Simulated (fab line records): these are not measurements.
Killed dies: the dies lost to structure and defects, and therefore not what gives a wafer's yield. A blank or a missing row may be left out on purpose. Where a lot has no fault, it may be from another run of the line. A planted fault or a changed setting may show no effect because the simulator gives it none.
A sampling plan put to the test :: flow nand harc :: one fab line, 13 faults that these records tell of, each judged on the records of the lots that it struck
The line's own looks make up the plan; these are the steps of the route where a gauge or inspection reads the wafer and leaves it unchanged. A look can be judged if struck wafers have a number there and the file gives its usual mean and standard deviation on fault-free wafers. Caught: at a look after the fault's first step, the mean of the struck wafers lies 4 or more of those standard deviations (sigma) from the usual mean. On the tool: the test repeated on the tool's own readings taken at the fault's steps. If the struck wafers alone have a blank record, or they carry another recipe, that too counts as caught.

== THE FAULTS, as the simulator had put them in ==
1. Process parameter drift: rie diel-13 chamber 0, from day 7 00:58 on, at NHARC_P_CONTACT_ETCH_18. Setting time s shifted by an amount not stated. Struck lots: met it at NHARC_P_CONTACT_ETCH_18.
2. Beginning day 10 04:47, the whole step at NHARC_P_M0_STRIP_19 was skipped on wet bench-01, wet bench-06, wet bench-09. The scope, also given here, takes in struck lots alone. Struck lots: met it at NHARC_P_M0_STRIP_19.
3. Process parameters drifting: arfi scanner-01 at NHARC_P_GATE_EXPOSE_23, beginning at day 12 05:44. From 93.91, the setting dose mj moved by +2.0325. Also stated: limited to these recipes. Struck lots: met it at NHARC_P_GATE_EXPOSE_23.
4. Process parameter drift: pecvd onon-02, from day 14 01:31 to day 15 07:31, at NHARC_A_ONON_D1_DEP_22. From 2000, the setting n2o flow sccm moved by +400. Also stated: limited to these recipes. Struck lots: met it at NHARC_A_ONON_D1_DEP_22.
5. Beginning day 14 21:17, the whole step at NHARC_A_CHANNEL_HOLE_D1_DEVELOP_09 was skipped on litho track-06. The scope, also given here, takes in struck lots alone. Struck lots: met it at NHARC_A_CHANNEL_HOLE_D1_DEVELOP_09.
6. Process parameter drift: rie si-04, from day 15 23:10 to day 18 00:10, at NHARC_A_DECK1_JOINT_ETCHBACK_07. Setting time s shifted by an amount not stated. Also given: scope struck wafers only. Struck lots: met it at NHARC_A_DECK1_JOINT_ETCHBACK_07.
7. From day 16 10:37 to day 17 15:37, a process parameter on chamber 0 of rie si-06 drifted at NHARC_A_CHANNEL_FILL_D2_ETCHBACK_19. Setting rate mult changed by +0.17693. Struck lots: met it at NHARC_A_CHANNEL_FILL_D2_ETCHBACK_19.
8. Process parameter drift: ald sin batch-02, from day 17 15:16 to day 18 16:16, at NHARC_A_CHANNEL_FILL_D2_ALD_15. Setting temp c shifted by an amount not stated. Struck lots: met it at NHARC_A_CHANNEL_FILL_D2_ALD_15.
9. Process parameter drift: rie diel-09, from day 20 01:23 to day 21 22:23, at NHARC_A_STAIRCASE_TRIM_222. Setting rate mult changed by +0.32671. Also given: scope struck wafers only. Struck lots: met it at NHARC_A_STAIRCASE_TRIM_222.
10. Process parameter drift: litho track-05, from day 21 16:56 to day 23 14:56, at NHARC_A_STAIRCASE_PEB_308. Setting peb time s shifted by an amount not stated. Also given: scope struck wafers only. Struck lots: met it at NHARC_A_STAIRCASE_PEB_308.
11. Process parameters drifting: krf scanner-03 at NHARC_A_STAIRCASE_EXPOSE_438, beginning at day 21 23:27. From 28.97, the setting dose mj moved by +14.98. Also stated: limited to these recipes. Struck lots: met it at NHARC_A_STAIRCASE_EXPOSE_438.
12. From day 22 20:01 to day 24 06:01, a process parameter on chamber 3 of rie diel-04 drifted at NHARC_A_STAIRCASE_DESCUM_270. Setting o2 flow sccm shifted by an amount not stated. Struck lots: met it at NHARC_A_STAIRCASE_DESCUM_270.
13. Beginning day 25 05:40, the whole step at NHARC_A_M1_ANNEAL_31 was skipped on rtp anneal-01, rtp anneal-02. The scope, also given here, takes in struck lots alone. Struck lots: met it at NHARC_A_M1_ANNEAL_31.

== WHAT THE PLAN SAW ==
fault: 1
on the tool itself: run length s -99 or beyond sigma
first look that catches it: no look after it can be judged
reading, sigma: -
median hours from its first step to that look: -
hours from the fault's start to the first struck lot there: -
judged looks passed uncaught: 0

fault: 2
on the tool itself: the tool's record is blank for the struck wafers
first look that catches it: not the one look that can be judged after it
reading, sigma: -
median hours from its first step to that look: -
hours from the fault's start to the first struck lot there: -
judged looks passed uncaught: 1

fault: 3
on the tool itself: exposure dose mJ cm2 +21 sigma
first look that catches it: not the one look that can be judged after it
reading, sigma: -
median hours from its first step to that look: -
hours from the fault's start to the first struck lot there: -
judged looks passed uncaught: 1

fault: 4
on the tool itself: n2o flow sccm +73 sigma
first look that catches it: not the one look that can be judged after it
reading, sigma: -
median hours from its first step to that look: -
hours from the fault's start to the first struck lot there: -
judged looks passed uncaught: 1

fault: 5
on the tool itself: the tool's record is blank for the struck wafers
first look that catches it: no look after it can be judged
reading, sigma: -
median hours from its first step to that look: -
hours from the fault's start to the first struck lot there: -
judged looks passed uncaught: 0

fault: 6
on the tool itself: run length s -10 sigma
first look that catches it: none of the 2 looks that can be judged after it
reading, sigma: -
median hours from its first step to that look: -
hours from the fault's start to the first struck lot there: -
judged looks passed uncaught: 2

fault: 7
on the tool itself: oes product au +14 sigma
first look that catches it: not the one look that can be judged after it
reading, sigma: -
median hours from its first step to that look: -
hours from the fault's start to the first struck lot there: -
judged looks passed uncaught: 1

fault: 8
on the tool itself: susceptor temp C -83 sigma
first look that catches it: not the one look that can be judged after it
reading, sigma: -
median hours from its first step to that look: -
hours from the fault's start to the first struck lot there: -
judged looks passed uncaught: 1

fault: 9
on the tool itself: oes product au +26 sigma
first look that catches it: NHARC_END_SORT_01
reading, sigma: killed dies +30
median hours from its first step to that look: 189.6
hours from the fault's start to the first struck lot there: 198
judged looks passed uncaught: 0

fault: 10
on the tool itself: heater power total W +58 sigma
first look that catches it: no look after it can be judged
reading, sigma: -
median hours from its first step to that look: -
hours from the fault's start to the first struck lot there: -
judged looks passed uncaught: 0

fault: 11
on the tool itself: exposure dose mJ cm2 +99 or beyond sigma
first look that catches it: no look after it can be judged
reading, sigma: -
median hours from its first step to that look: -
hours from the fault's start to the first struck lot there: -
judged looks passed uncaught: 0

fault: 12
on the tool itself: throttle valve pct -99 or beyond sigma
first look that catches it: no look after it can be judged
reading, sigma: -
median hours from its first step to that look: -
hours from the fault's start to the first struck lot there: -
judged looks passed uncaught: 0

fault: 13
on the tool itself: the tool's record is blank for the struck wafers
first look that catches it: not the one look that can be judged after it
reading, sigma: -
median hours from its first step to that look: -
hours from the fault's start to the first struck lot there: -
judged looks passed uncaught: 1
A dash: this means the fault isn't caught or the number doesn't appear in these records.

Caught at a look: 1 of 13. Caught on the tool: 13 of 13. By one or the other: 13 of 13.
Faults 1, 2, 3, 4, 5, 6, 7, 8, 10, 11, 12, 13 were caught on the tool alone.

== THINNER SAMPLING ==
In the worst case, this is how late the first struck lot would be measured if the look that catches a fault measured only every second or every third lot, by lot number:
fault: 9
struck lots at that look, in order of time: L280, L279, L281
every lot: 198 h
every second lot: 201 h
every third lot: 223 h
Hours are from the fault's start to the first struck lot that is measured. The test against the limit of 4 sigma pooled every struck wafer, which means one lot taken alone may stay below that limit. Other struck lots may not be in these records.

== THE LONGEST TIMED WAY FROM STEP TO LOOK ==
Fault 9: median gap of 189.6 hours between NHARC_A_STAIRCASE_TRIM_222 and NHARC_END_SORT_01. No look between them can be judged.
